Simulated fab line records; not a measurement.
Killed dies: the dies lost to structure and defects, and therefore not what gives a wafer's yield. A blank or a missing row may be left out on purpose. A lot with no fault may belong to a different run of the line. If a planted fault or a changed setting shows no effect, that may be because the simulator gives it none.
Which of the tools did it? -- flow n5-finfet -- Sampling: 11 lots, 33 wafers, 3 of 1938 route steps

WHAT THE GAUGES SHOWED, per wafer
N5_BEOL_M11_INSPECT_13: inspects for defects (brightfield).
lot,measured,on,raw-defect-count
L644,day 10 20:05,defect-inspect-02,477 503 469
L645,day 11 05:25,defect-inspect-01,448 456 510
L646,day 11 13:55,defect-inspect-02,270 356 339
L647,day 11 23:07,defect-inspect-02,415 352 413
L650,day 12 14:41,defect-inspect-01,284 295 449
L659,day 14 14:04,defect-inspect-02,446 437 376
L660,day 14 14:28,defect-inspect-01,330 361 353
L663,day 15 07:12,defect-inspect-01,312 355 493
L661,day 15 07:40,defect-inspect-02,522 304 513
L664,day 16 06:25,defect-inspect-01,542 844 406
L666,day 16 19:43,defect-inspect-02,553 464 587

EACH LOT AND THE TOOL THAT RAN IT (in order: tool; ch and the chambers of the sampled wafers; start)
lot,N5_BEOL_M10_DEP_56,N5_BEOL_M11_COAT_59
L644,"pecvd-04 ch 0,1, day 10 18:48","litho-track-05 ch 0, day 10 19:47"
L645,"pecvd-04 ch 0,2, day 11 03:49","litho-track-02 ch 0, day 11 04:59"
L646,"pecvd-01 ch 0,1,2, day 11 10:57","litho-track-02 ch 0, day 11 13:29"
L647,"pecvd-04 ch 0,1,2, day 11 20:19","litho-track-02 ch 0, day 11 22:42"
L650,"pecvd-01 ch 0,1, day 12 12:26","litho-track-02 ch 0, day 12 14:23"
L659,"pecvd-01 ch 1,2, day 14 11:17","litho-track-01 ch 0, day 14 13:46"
L660,"pecvd-04 ch 0,2, day 14 11:23","litho-track-05 ch 0, day 14 14:10"
L663,"pecvd-04 ch 0,1,2, day 15 05:47","litho-track-02 ch 0, day 15 06:54"
L661,"pecvd-04 ch 0,1,2, day 15 06:05","litho-track-02 ch 0, day 15 07:14"
L664,"pecvd-02 ch 0,1,2, day 16 02:52","litho-track-02 ch 0, day 16 06:00"
L666,"pecvd-04 ch 0,1,2, day 16 17:11","litho-track-01 ch 0, day 16 19:18"
- N5_BEOL_M10_DEP_56: deposits SiCN from 3MS/NH3, target thk 15 nm, time 26.5 s.
- N5_BEOL_M11_COAT_59: time 60 s, resist thk 100 nm.

AS READ BY THE TOOLS THEMSELVES (means over the sampled wafers that have a number; for cases with no such wafer, the mark the record gives instead)
N5_BEOL_M10_DEP_56.
lot,tool,chamber-pressure-Torr (Torr),showerhead-plenum-p-Torr (Torr),throttle-valve-pct (%)
L644,pecvd-04,2.994,3.671,8.7
L645,pecvd-04,2.995,3.665,8.2
L646,pecvd-01,3.001,3.656,8.4
L647,pecvd-04,3.001,3.666,8.7
L650,pecvd-01,3.000,3.642,8.7
L659,pecvd-01,2.992,3.646,8.7
L660,pecvd-04,3.004,3.664,8.3
L663,pecvd-04,2.993,3.670,8.7
L661,pecvd-04,3.001,3.665,9.0
L664,pecvd-02,3.003,3.659,9.1
L666,pecvd-04,3.002,3.668,8.8

N5_BEOL_M11_COAT_59.
lot,tool,spin-speed-rpm (rpm)
L644,litho-track-05,1500.2
L645,litho-track-02,1499.6
L646,litho-track-02,1499.9
L647,litho-track-02,1180.8
L650,litho-track-02,1180.9
L659,litho-track-01,1498.7
L660,litho-track-05,1499.9
L663,litho-track-02,1499.3
L661,litho-track-02,1500.2
L664,litho-track-02,1500.4
L666,litho-track-01,1498.5

THE ANSWER, worked out from the rows above alone
Rule: usual is defined by the lots themselves. The widest of any qualifying gaps counts: lots, ordered by their means at a reading, are off when they make up no more than a third of the lots, leave a main group of 4 or more, and stand apart from it by 3 or more times the standard deviation of that group's means. A main group whose means are all the same, to the digits that the tables above print for the reading, isn't used. A lot without any number at a reading at which 4 lots or more have one is off too. The other lots that the step has rows for count as sound. After the gauges, taken in route order, come the tools' own readings; for these a lot's mean is taken, as printed above. The first step at which some lot is off is used, and at that step the reading that is off furthest; a lot without a number counts as furthest.
Off: L647, L650 (N5_BEOL_M11_COAT_59, spin-speed-rpm). The main group has a mean of 1499.6 rpm with a standard deviation of 0.64.
A tool fits if, at that step or a process step before it, it ran every lot that is off, and no sound lot after the first of them. No candidate that was tried fits.

WHAT THE SIMULATOR HAD PUT IN
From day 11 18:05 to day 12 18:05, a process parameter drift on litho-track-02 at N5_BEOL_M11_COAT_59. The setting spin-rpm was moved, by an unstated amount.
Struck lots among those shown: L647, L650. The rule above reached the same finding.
